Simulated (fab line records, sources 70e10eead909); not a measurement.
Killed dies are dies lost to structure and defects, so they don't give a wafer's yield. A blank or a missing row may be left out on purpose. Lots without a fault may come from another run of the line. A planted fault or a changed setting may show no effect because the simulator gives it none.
One fault seen from 2 desks | flow nand_harc | each desk has only its own numbers; what lay behind them comes last

THE METROLOGY DESK
What the gauges read, lot by lot, whatever tool the lot ran on: means of the sampled wafers that have a number. A lot is out of limits, marked OUT, if its mean lies more than 4 standard deviations from the usual mean; the brackets give that distance.
Columns: A = cd_nm at NHARC_P_M1_CD_MEAS_09, usual 129.8 nm; B = overlay_x_nm at NHARC_P_M1_OVL_MEAS_10, usual 0.0 nm; C = overlay_y_nm at NHARC_P_M1_OVL_MEAS_10, usual 0.2 nm
lot  | first seen here | A                | B    | C
L271 | day 6 13:36     | 128.6            | 0.5  | -0.3
L272 | day 6 16:07     | 129.8            | -1.6 | -0.9
L275 | day 7 18:16     | 129.8            | -0.3 | 0.3
L276 | day 8 09:40     | 130.4            | -0.2 | 1.0
L278 | day 9 05:14     | 130.6            | -0.8 | -0.3
L279 | day 9 16:34     | 126.6            | 2.1  | 0.7
L280 | day 10 10:25    | 125.5 (-4.6) OUT | -0.9 | 1.4
L287 | day 13 01:57    | 129.2            | 0.2  | 0.4
L289 | day 13 15:54    | 131.4            | -1.3 | -0.3
L290 | day 14 02:35    | 129.3            | 1.1  | 0.2
L291 | day 14 20:30    | 128.4            | 1.3  | -0.3
L293 | day 15 08:00    | 130.0            | -0.3 | 0.6
This desk's finding: out of limits on L280; first on L280, day 10 10:25 (cd_nm at NHARC_P_M1_CD_MEAS_09). In limits: L271, L272, L275, L276, L278, L279, L287, L289, L290, L291, L293.

THE TOOL OWNER'S DESK: litho_track-06
The tool's own readings at NHARC_P_M1_PEB_07 (peb time 65 s): means of the sampled wafers that have a number, for each lot that ran on this tool. A lot is out of limits, marked OUT, if its mean lies more than 4 standard deviations from the usual mean; the brackets give that distance.
Columns: A = heater_power_total_W at NHARC_P_M1_PEB_07, usual 156.6 W
lot  | first seen here | A
L276 | day 8 09:35     | 156.1
L278 | day 9 05:10     | 156.4
L279 | day 9 16:29     | 166.4 (+23) OUT
L280 | day 10 10:20    | 166.7 (+23) OUT
L289 | day 13 15:49    | 156.4
L293 | day 15 07:55    | 156.9
This desk's finding: out of limits on L279, L280; first on L279, day 9 16:29 (heater_power_total_W at NHARC_P_M1_PEB_07). In limits: L276, L278, L289, L293.

PUT TOGETHER
The tool owner's desk could have raised an alarm at day 9 16:29, on L279, L280.
The metrology desk could have raised an alarm at day 10 10:25, on L280.
The metrology desk has L279 on record, within its limits.
Of the lots named, all ran NHARC_P_M1_PEB_07 on litho_track-06.

WHAT THE SIMULATOR HAD PUT IN
Process parameter drift: litho_track-06, from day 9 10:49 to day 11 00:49, at NHARC_P_M1_PEB_07. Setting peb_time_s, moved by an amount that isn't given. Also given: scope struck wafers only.
Lots struck among those shown: L279, L280.
Hours from the fault's start to each desk's first reading out of limits: the tool owner's desk, 6; the metrology desk, 24.
